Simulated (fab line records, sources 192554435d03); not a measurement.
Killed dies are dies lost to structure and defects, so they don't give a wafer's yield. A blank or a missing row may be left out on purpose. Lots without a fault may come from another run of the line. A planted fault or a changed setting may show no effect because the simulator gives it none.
fab line records | flow n5_finfet | part 1 of 2: steps 1 to 23 of 29
record lots=5 wafers=15 last_day=19
route steps=1938 shown BEOL_M14@1723
lots that met no fault: from a run of the same line without faults
start_h: hours from the record's first day to the start of the lot's first wafer shown | wait_h: hours since the lot's step before | " the same as in the row above | L1.1+2: a row that stands for several wafers | - no value, or no start given | * or withheld: withheld | < > ~ a bound
route shown NAME@n: a module of which the file shows steps, and the number in the route of the first | usual: mean/standard deviation of fault-free wafers | same: alike in all rows | chamber/n: place in a boat | sites: the reading at each site | _std_site: their standard deviation | _edge_site: outer sites' mean less inner sites' | radius_mm: how far each site lies from the wafer's centre | mask NAME#n: copy n | behind: the tool/chamber that last shaped the wafer | hold: why the lot was held/for how many hours/how that ended | device: the transistor (n, p or np) that didn't switch | end of line: the same wafers' tests at the end of the route | a step without rows: its recipe alone | killed: dies lost to structure and defects at the first sort, not the wafer's yield | map: a wafer's dies, x killed, . not, _ none there
set.NAME: the setting as run; set.NAME@STEP: as run at that earlier step | model.NAME: the simulator's own value behind a step, which no gauge read
lots at some steps of the route; a table a step, a row a wafer
services: from which hour (start_h, from the record's first day; less than 0 if before it) a tool's chamber was out of use, for how many hours, and why
## steps
# step N5_BEOL_M14_PEB_08
# recipe peb_temp_c=130 peb_time_s=90
# usual plate_temp_C=130.00/0.13
# columns lot.wafer tool chamber start_h wait_h plate_temp_C
L079.2 litho_track-03 0 279.71 0.0 129.94
L079.5 " 0 " " 129.97
L079.6 " 0 " " 129.77
L078.1 litho_track-02 0 280.51 0.1 130.14
L078.2 " 0 " " 130.15
L078.5 " 0 " " 130.28
L080.1 litho_track-04 0 321.29 0.1 129.92
L080.2 " 0 " " 129.99
L080.6 " 0 " " 130.02
L094.1 litho_track-04 0 405.78 0.1 130.07
L094.5 " 0 " " 130.05
L094.6 " 0 " " 130.06
L096.1 litho_track-03 0 420.37 0.1 130.04
L096.4 " 0 " " 129.79
L096.6 " 0 " " 129.89
# step N5_BEOL_M14_DEVELOP_09
# recipe develop_time_s=45 rinse_liquid=diw dry=air_spin dev_temp_c=21
# same develop_time_s=45
# columns lot.wafer tool chamber start_h wait_h
L079.2+5+6 litho_track-03 0 - -
L078.1+2+5 litho_track-02 0 - -
L080.1+2+6 litho_track-04 0 - -
L094.1+5+6 litho_track-04 0 - -
L096.1+4+6 litho_track-03 0 - -
# step N5_BEOL_M14_HARDBAKE_14
# recipe temp_c=130 time_s=120
# usual plate_temp_C=130.02/0.13
# same time_s=120
# columns lot.wafer tool chamber start_h wait_h plate_temp_C
L079.2 litho_track-03 0 - - 130.07
L079.5 " 0 " " 130.11
L079.6 " 0 " " 130.20
L078.1 litho_track-02 0 - - 129.99
L078.2 " 0 " " 130.17
L078.5 " 0 " " 130.16
L080.1 litho_track-04 0 - - 130.09
L080.2 " 0 " " 129.90
L080.6 " 0 " " 129.82
L094.1 litho_track-04 0 - - 130.19
L094.5 " 0 " " 129.93
L094.6 " 0 " " 129.95
L096.1 litho_track-03 0 - - 129.93
L096.4 " 0 " " 130.06
L096.6 " 0 " " 130.01
# step N5_BEOL_M14_CD_MEAS_10
# recipe target_cd_nm=250 landing_energy_ev=500 detector=se_inlens polarity=opening
# usual cd_nm=249.2/1.6
# columns lot.wafer tool chamber start_h wait_h cd_nm
L079.2 cd_sem-02 0 279.82 - 248.5
L079.5 " 0 " " 248.1
L079.6 " 0 " " 247.8
L078.1 cd_sem-02 0 280.62 - 249.4
L078.2 " 0 " " 249.4
L078.5 " 0 " " 250.0
L080.1 cd_sem-01 0 321.40 - 251.1
L080.2 " 0 " " 251.5
L080.6 " 0 " " 250.7
L094.1 cd_sem-02 0 405.89 - 249.6
L094.5 " 0 " " 251.1
L094.6 " 0 " " 250.9
L096.1 cd_sem-01 0 420.49 - 245.8
L096.4 " 0 " " 247.2
L096.6 " 0 " " 244.1
# step N5_BEOL_M14_OVL_MEAS_11
# recipe points_per_wafer=44
# usual V13_OVL=-4/5
# columns lot.wafer tool chamber start_h wait_h V13_OVL[nm]
L079.2 overlay-02 0 279.85 0.0 0
L079.5 " 0 " " -4
L079.6 " 0 " " -3
L078.1 overlay-02 0 280.65 0.0 -3
L078.2 " 0 " " -3
L078.5 " 0 " " -1
L080.1 overlay-01 0 321.43 0.0 1
L080.2 " 0 " " -6
L080.6 " 0 " " -5
L094.1 overlay-02 0 405.92 0.0 -9
L094.5 " 0 " " -6
L094.6 " 0 " " -5
L096.1 overlay-02 0 420.52 0.0 -3
L096.4 " 0 " " -6
L096.6 " 0 " " 1
# step N5_BEOL_M14_INSPECT_12
# recipe mode=adi inspect_instrument=macro
# usual raw_defect_count=2.2/1.5
# columns lot.wafer tool chamber start_h wait_h raw_defect_count
L079.2 defect_inspect-01 - 279.88 0.0 1
L079.5 " - " " 1
L079.6 " - " " 3
L078.1 defect_inspect-02 - 280.68 0.0 4
L078.2 " - " " 0
L078.5 " - " " 1
L080.1 defect_inspect-01 - 321.46 0.0 0
L080.2 " - " " 1
L080.6 " - " " 3
L094.1 defect_inspect-02 - 405.95 0.0 1
L094.5 " - " " 2
L094.6 " - " " 3
L096.1 defect_inspect-01 - 420.55 0.0 2
L096.4 " - " " 1
L096.6 " - " " 3
# step N5_BEOL_M14_DESCUM_15
# recipe chemistry=O2 time_s=7.9 source_power_w=50 bias_power_w=20 pressure_mtorr=20 rf_frequency_hz=2.712e+07 temp_c=40 o2_flow_sccm=225
# usual drypump_motor_current_A=5.50/0.26 oes_product_au=0.83/0.1 rf_fwd_power_W=49.40/0.22 rf_vpp_V=243.1/1.5 showerhead_plenum_p_Torr=2.09/0.082 throttle_valve_pct=20.23/0.23
# same time_s=7.9
# columns lot.wafer tool chamber start_h wait_h drypump_motor_current_A oes_product_au rf_fwd_power_W rf_hours_counter_h rf_vpp_V showerhead_plenum_p_Torr throttle_valve_pct
L079.2 rie_diel-01 3 279.91 0.0 5.25 0.81 49.44 73 241.1 2.01 20.17
L079.5 " 3 " " 5.25 0.83 49.37 - 242.6 2.01 20.16
L079.6 " 0 " " 5.33 0.67 49.49 - 243.0 2.14 20.44
L078.1 rie_diel-01 3 280.71 0.0 5.26 0.82 49.23 74 241.7 2.01 20.17
L078.2 " 0 " " 5.34 0.67 49.62 247 243.8 2.14 20.43
L078.5 " 3 " " 5.25 0.82 49.35 - 241.6 2.01 20.15
L080.1 rie_diel-04 0 321.51 0.0 5.52 0.98 49.18 3 243.6 2.06 20.00
L080.2 " 2 " " 5.43 0.90 49.72 39 241.9 2.04 19.96
L080.6 " 0 " " 5.52 0.98 49.29 - 242.4 2.06 20.00
L094.1 rie_diel-04 1 405.98 0.0 5.94 0.88 49.26 22 245.2 2.22 20.10
L094.5 " 0 " " 5.53 0.90 49.01 - 242.0 2.05 20.03
L094.6 " 1 " " 5.92 0.89 49.36 - 244.7 2.22 20.08
L096.1 rie_diel-04 0 420.83 0.3 5.53 0.88 49.30 39 240.1 2.05 20.05
L096.4 " 0 " " 5.52 0.90 49.23 - 242.3 2.04 20.04
L096.6 " 2 " " 5.39 0.85 49.45 - 241.8 2.03 20.02
# step N5_BEOL_M14_ETCH_59
# recipe chemistry=N2/H2 target=BARC target_depth_a=890 overetch_a=267 time_s=67.9 ion_energy_ev=200 pressure_mtorr=30 source_w=840 bias_w=150 n2_flow_sccm=200 h2_flow_sccm=200
# usual drypump_motor_current_A=5.51/0.26 oes_product_au=0.71/0.082 rf_fwd_power_W=833/3.4 rf_vpp_V=523.9/2.9 showerhead_plenum_p_Torr=2.55/0.097 throttle_valve_pct=17.72/0.26
# same time_s=67.9
# columns lot.wafer tool chamber start_h wait_h drypump_motor_current_A oes_product_au rf_fwd_power_W rf_hours_counter_h rf_vpp_V showerhead_plenum_p_Torr throttle_valve_pct
L079.2 rie_diel-01 3 279.94 0.0 5.27 0.70 835 73 522.0 2.46 17.61
L079.5 " 3 " " 5.25 0.70 836 - 522.7 2.46 17.57
L079.6 " 0 " " 5.34 0.59 839 - 525.1 2.61 18.04
L078.1 rie_diel-01 3 280.75 0.0 5.23 0.70 833 74 521.6 2.46 17.61
L078.2 " 0 " " 5.34 0.59 839 247 527.1 2.61 18.03
L078.5 " 3 " " 5.25 0.70 833 - 521.8 2.46 17.60
L080.1 rie_diel-04 0 321.54 0.0 5.52 0.84 828 3 523.7 2.50 17.56
L080.2 " 2 " " 5.40 0.76 839 39 522.8 2.48 17.33
L080.6 " 0 " " 5.54 0.84 831 - 521.2 2.50 17.57
L094.1 rie_diel-04 1 406.01 0.0 5.91 0.76 833 22 530.7 2.71 17.56
L094.5 " 0 " " 5.53 0.78 824 - 523.0 2.49 17.60
L094.6 " 1 " " 5.90 0.76 835 - 529.2 2.71 17.53
L096.1 rie_diel-04 0 420.87 0.0 5.56 0.76 827 39 522.0 2.49 17.63
L096.4 " 0 " " 5.54 0.76 829 - 522.0 2.49 17.63
L096.6 " 2 " " 5.42 0.71 835 - 521.6 2.46 17.38
# step N5_BEOL_M14_VIA_ETCH_16
# recipe chemistry=C4F8/O2/Ar target=SiO2 he_inner_torr=15 he_outer_torr=30 target_depth_a=12313 time_s=withheld ion_energy_ev=800 pressure_mtorr=20 source_w=1905 bias_w=2040 Ar_flow_sccm=400 C4F8_flow_sccm=16 O2_flow_sccm=12 ends=cleared
# usual drypump_motor_current_A=5.51/0.26 oes_o_777_au=0.83/0.096 oes_product_au=0.75/0.091 rf_fwd_power_W=1899/6.1 rf_vpp_V=2204/34 showerhead_plenum_p_Torr=3.44/0.13 throttle_valve_pct=30.63/0.26
# columns lot.wafer tool chamber start_h wait_h drypump_motor_current_A oes_o_777_au oes_product_au rf_fwd_power_W rf_vpp_V showerhead_plenum_p_Torr throttle_valve_pct
L079.2 rie_diel-01 3 280.00 0.0 5.23 0.83 0.75 1897 2166 3.31 30.41
L079.5 " 3 " " 5.25 0.82 0.74 1905 2164 3.31 30.42
L079.6 " 0 " " 5.33 0.67 0.61 1900 2217 3.51 30.81
L078.1 rie_diel-01 3 280.80 0.0 5.27 0.82 0.75 1899 2165 3.31 30.43
L078.2 " 0 " " 5.33 0.67 0.61 1901 2218 3.51 30.81
L078.5 " 3 " " 5.27 0.82 0.75 1898 2165 3.31 30.42
L080.1 rie_diel-04 0 321.59 0.0 5.55 0.99 0.88 1898 2171 3.39 30.47
L080.2 " 2 " " 5.42 0.91 0.81 1898 2202 3.35 30.29
L080.6 " 0 " " 5.54 0.99 0.88 1894 2173 3.39 30.49
L094.1 rie_diel-04 1 406.07 0.0 5.92 0.89 0.80 1893 2254 3.66 30.80
L094.5 " 0 " " 5.55 0.91 0.80 1901 2170 3.37 30.49
L094.6 " 1 " " 5.92 0.89 0.80 1895 2253 3.66 30.80
L096.1 rie_diel-04 0 420.92 0.0 5.54 0.90 0.79 1899 2171 3.37 30.52
L096.4 " 0 " " 5.55 0.90 0.80 1893 2171 3.37 30.50
L096.6 " 2 " " 5.40 0.86 0.77 1907 2203 3.34 30.30
# step N5_BEOL_M14_STRIP_63
# recipe chemistry=O2 power_w=600 temp_c=60 pressure_mtorr=30 rf_frequency_hz=6e+07 bias_power_w=0 overash_fraction=0.3 o2_flow_sccm=225
# usual drypump_motor_current_A=5.50/0.26 oes_product_au=0.83/0.1 rf_vpp_V=3.7/0.85 showerhead_plenum_p_Torr=2.10/0.082 throttle_valve_pct=16.49/0.23
# columns lot.wafer tool chamber start_h wait_h drypump_motor_current_A oes_product_au rf_hours_counter_h rf_vpp_V showerhead_plenum_p_Torr throttle_valve_pct
L079.2 rie_diel-01 3 - - 5.23 0.84 74 2.5 2.02 16.48
L079.5 " 3 " " 5.23 0.83 - 2.2 2.02 16.44
L079.6 " 0 " " 5.34 0.67 - 3.5 2.14 16.71
L078.1 rie_diel-01 3 - - 5.22 0.82 74 4.4 2.02 16.47
L078.2 " 0 " " 5.33 0.68 247 3.6 2.14 16.74
L078.5 " 3 " " 5.23 0.83 - 4.1 2.02 16.45
L080.1 rie_diel-04 0 - - 5.52 0.99 3 3.5 2.06 16.20
L080.2 " 2 " " 5.39 0.91 39 3.8 2.05 16.25
L080.6 " 0 " " 5.52 0.99 - 4.1 2.06 16.21
L094.1 rie_diel-04 1 - - 5.90 0.89 22 4.4 2.22 16.33
L094.5 " 0 " " 5.53 0.91 - 3.8 2.05 16.25
L094.6 " 1 " " 5.91 0.89 - 2.6 2.22 16.33
L096.1 rie_diel-04 0 - - 5.53 0.88 39 3.5 2.05 16.29
L096.4 " 0 " " 5.55 0.89 - 3.9 2.05 16.27
L096.6 " 2 " " 5.41 0.85 - 3.2 2.04 16.30
# step N5_BEOL_M14_STRIP_64
# recipe chemistry=O2 power_w=600 temp_c=60 pressure_mtorr=30 rf_frequency_hz=6e+07 bias_power_w=0 overash_fraction=0.3 o2_flow_sccm=225
# usual drypump_motor_current_A=5.50/0.26 oes_product_au=0.83/0.1 rf_vpp_V=3.7/0.48 showerhead_plenum_p_Torr=2.10/0.082 throttle_valve_pct=16.49/0.23
# columns lot.wafer tool chamber start_h wait_h drypump_motor_current_A oes_product_au rf_hours_counter_h rf_vpp_V showerhead_plenum_p_Torr throttle_valve_pct
L079.2 rie_diel-01 3 - - 5.24 0.83 74 4.3 2.02 16.47
L079.5 " 3 " " 5.25 0.82 - 3.5 2.02 16.46
L079.6 " 0 " " 5.33 0.68 - 3.2 2.14 16.72
L078.1 rie_diel-01 3 - - 5.22 0.83 74 4.8 2.02 16.47
L078.2 " 0 " " 5.33 0.68 247 3.2 2.14 16.72
L078.5 " 3 " " 5.24 0.83 - 3.5 2.02 16.46
L080.1 rie_diel-04 0 - - 5.50 0.99 3 3.8 2.06 16.23
L080.2 " 2 " " 5.39 0.91 39 4.4 2.05 16.23
L080.6 " 0 " " 5.52 0.98 - 4.4 2.06 16.21
L094.1 rie_diel-04 1 - - 5.93 0.88 22 3.3 2.22 16.33
L094.5 " 0 " " 5.51 0.90 - 4.6 2.05 16.28
L094.6 " 1 " " 5.91 0.89 - 3.7 2.22 16.31
L096.1 rie_diel-04 0 - - 5.52 0.88 39 3.5 2.05 16.29
L096.4 " 0 " " 5.52 0.88 - 4.3 2.05 16.28
L096.6 " 2 " " 5.40 0.85 - 3.9 2.04 16.28
# step N5_BEOL_M14_STRIP_71
# recipe chemistry=post_etch_residue_remover time_s=60 temp_c=25 remover_ph=withheld remover_water_wt_pct=withheld remover_fluoride_wt_pct=withheld
# same time_s=60
# columns lot.wafer tool chamber start_h wait_h
L079.2+5+6 wet_bench-06 5,7,4 280.29 -
L078.1+2+5 wet_bench-05 7,5,0 281.09 -
L080.1+2+6 wet_bench-05 6,5,3 321.88 -
L094.1+5+6 wet_bench-05 1,6,3 406.35 -
L096.1+4+6 wet_bench-01 1,5,2 421.21 -
# step N5_BEOL_M14_SRD_72
# recipe time_s=30 temp_c=23 rinse_liquid=diw dry=n2_spin spin_rpm=1500 dry_time_s=30
# usual do_supply_ppb=10.01/0.1
# same time_s=30
# columns lot.wafer tool chamber start_h wait_h do_supply_ppb
L079.2 wet_bench-06 5 280.31 0.0 10.00
L079.5 " 7 " " 10.04
L079.6 " 4 " " 9.89
L078.1 wet_bench-05 7 281.11 0.0 10.01
L078.2 " 5 " " 9.97
L078.5 " 0 " " 10.11
L080.1 wet_bench-05 6 321.90 0.0 10.01
L080.2 " 5 " " 10.19
L080.6 " 3 " " 10.07
L094.1 wet_bench-05 1 406.37 0.0 10.03
L094.5 " 6 " " 9.93
L094.6 " 3 " " 10.09
L096.1 wet_bench-01 1 421.23 0.0 10.14
L096.4 " 5 " " 9.83
L096.6 " 2 " " 10.07
# step N5_BEOL_M14_CD_MEAS_17
# recipe target_cd_nm=250 polarity=opening
# usual cd_nm=249.8/1.8
# columns lot.wafer tool chamber start_h wait_h cd_nm
L079.2 cd_sem-02 - 280.35 0.0 249.8
L079.5 " - " " 249.5
L079.6 " - " " 248.7
L078.1 cd_sem-02 - 281.15 0.0 250.2
L078.2 " - " " 250.1
L078.5 " - " " 249.8
L080.1 cd_sem-01 - 321.94 0.0 251.3
L080.2 " - " " 252.4
L080.6 " - " " 251.3
L094.1 cd_sem-02 - 406.41 0.0 250.5
L094.5 " - " " 251.5
L094.6 " - " " 250.1
L096.1 cd_sem-01 - 421.27 0.0 246.9
L096.4 " - " " 247.0
L096.6 " - " " 245.5
# step N5_BEOL_M14_COAT_65
# recipe resist=SOC temp_c=250 time_s=60 spin_rpm=1500 resist_thk_nm=450
# usual plate_temp_C=249.96/0.19
# same time_s=60
# columns lot.wafer tool chamber start_h wait_h plate_temp_C
L079.2 litho_track-04 0 280.39 0.0 249.97
L079.5 " 0 " " 250.08
L079.6 " 0 " " 249.93
L078.1 litho_track-03 0 281.19 0.0 250.07
L078.2 " 0 " " 250.22
L078.5 " 0 " " 249.83
L080.1 litho_track-02 0 321.98 0.0 249.86
L080.2 " 0 " " 249.61
L080.6 " 0 " " 249.61
L094.1 litho_track-03 0 406.45 0.0 249.95
L094.5 " 0 " " 249.88
L094.6 " 0 " " 249.92
L096.1 litho_track-03 0 421.31 0.0 249.85
L096.4 " 0 " " 249.66
L096.6 " 0 " " 249.92
# step N5_BEOL_M14_COAT_66
# recipe resist=SiARC temp_c=220 time_s=60 spin_rpm=1500 resist_thk_nm=110
# usual plate_temp_C=219.99/0.17
# same time_s=60
# columns lot.wafer tool chamber start_h wait_h plate_temp_C
L079.2 litho_track-04 0 - - 219.94
L079.5 " 0 " " 219.96
L079.6 " 0 " " 219.92
L078.1 litho_track-03 0 - - 220.02
L078.2 " 0 " " 220.16
L078.5 " 0 " " 220.05
L080.1 litho_track-02 0 - - 219.95
L080.2 " 0 " " 219.87
L080.6 " 0 " " 219.77
L094.1 litho_track-03 0 - - 220.08
L094.5 " 0 " " 220.04
L094.6 " 0 " " 219.86
L096.1 litho_track-03 0 - - 220.10
L096.4 " 0 " " 220.35
L096.6 " 0 " " 220.18
# step N5_BEOL_M14_COAT_22
# recipe spin_rpm=2888 resist_thk_nm=300
# columns lot.wafer tool chamber start_h wait_h
L079.2+5+6 litho_track-04 0 - -
L078.1+2+5 litho_track-03 0 - -
L080.1+2+6 litho_track-02 0 - -
L094.1+5+6 litho_track-03 0 - -
L096.1+4+6 litho_track-03 0 - -
# step N5_BEOL_M14_EBR_24
# recipe solvent=PGMEA ebr_width_mm=1.5
# columns lot.wafer tool chamber start_h wait_h
L079.2+5+6 litho_track-04 0 - -
L078.1+2+5 litho_track-03 0 - -
L080.1+2+6 litho_track-02 0 - -
L094.1+5+6 litho_track-03 0 - -
L096.1+4+6 litho_track-03 0 - -
# step N5_BEOL_M14_SOFTBAKE_23
# recipe temp_c=130 time_s=60
# usual plate_temp_C=129.99/0.13
# same time_s=60
# columns lot.wafer tool chamber start_h wait_h plate_temp_C
L079.2 litho_track-04 0 - - 129.90
L079.5 " 0 " " 129.92
L079.6 " 0 " " 129.90
L078.1 litho_track-03 0 - - 129.92
L078.2 " 0 " " 129.95
L078.5 " 0 " " 129.51
L080.1 litho_track-02 0 - - 130.07
L080.2 " 0 " " 130.10
L080.6 " 0 " " 130.20
L094.1 litho_track-03 0 - - 129.94
L094.5 " 0 " " 129.84
L094.6 " 0 " " 129.93
L096.1 litho_track-03 0 - - 130.07
L096.4 " 0 " " 130.15
L096.6 " 0 " " 130.03
# step N5_BEOL_M14_EXPOSE_25
# recipe mask_id=M14 na=0.8 source_shape=annular sigma_inner=0.5 sigma_outer=0.8 polarization=unpolarized target_cd_nm=280 dose_mj=26.6
# columns lot.wafer tool chamber start_h wait_h mask
L079.2+5+6 krf_scanner-01 0 280.51 - M14#0
L078.1+2+5 krf_scanner-02 0 281.43 - M14#0
L080.1+2+6 krf_scanner-02 0 322.22 - M14#0
L094.1+5+6 krf_scanner-02 0 406.57 - M14#0
L096.1+4+6 krf_scanner-02 0 421.55 - M14#0
# step N5_BEOL_M14_PEB_26
# recipe peb_temp_c=130 peb_time_s=90
# usual plate_temp_C=130.00/0.12
# columns lot.wafer tool chamber start_h wait_h plate_temp_C
L079.2 litho_track-03 0 280.57 0.0 130.05
L079.5 " 0 " " 129.84
L079.6 " 0 " " 129.93
L078.1 litho_track-04 0 281.49 0.1 129.88
L078.2 " 0 " " 130.00
L078.5 " 0 " " 130.05
L080.1 litho_track-02 0 322.28 0.1 130.01
L080.2 " 0 " " 130.09
L080.6 " 0 " " 129.95
L094.1 litho_track-02 0 406.63 0.1 129.86
L094.5 " 0 " " 129.96
L094.6 " 0 " " 129.73
L096.1 litho_track-04 0 421.61 0.1 130.06
L096.4 " 0 " " 129.98
L096.6 " 0 " " 130.18
# step N5_BEOL_M14_DEVELOP_27
# recipe develop_time_s=45 rinse_liquid=diw dry=air_spin dev_temp_c=21
# same develop_time_s=45
# columns lot.wafer tool chamber start_h wait_h
L079.2+5+6 litho_track-03 0 - -
L078.1+2+5 litho_track-04 0 - -
L080.1+2+6 litho_track-02 0 - -
L094.1+5+6 litho_track-02 0 - -
L096.1+4+6 litho_track-04 0 - -
# step N5_BEOL_M14_HARDBAKE_32
# recipe temp_c=130 time_s=120
# usual plate_temp_C=129.96/0.14
# same time_s=120
# columns lot.wafer tool chamber start_h wait_h plate_temp_C
L079.2 litho_track-03 0 - - 129.77
L079.5 " 0 " " 129.90
L079.6 " 0 " " 129.89
L078.1 litho_track-04 0 - - 130.11
L078.2 " 0 " " 129.75
L078.5 " 0 " " 129.83
L080.1 litho_track-02 0 - - 129.66
L080.2 " 0 " " 129.78
L080.6 " 0 " " 129.81
L094.1 litho_track-02 0 - - 130.31
L094.5 " 0 " " 130.02
L094.6 " 0 " " 130.11
L096.1 litho_track-04 0 - - 130.14
L096.4 " 0 " " 130.05
L096.6 " 0 " " 130.23
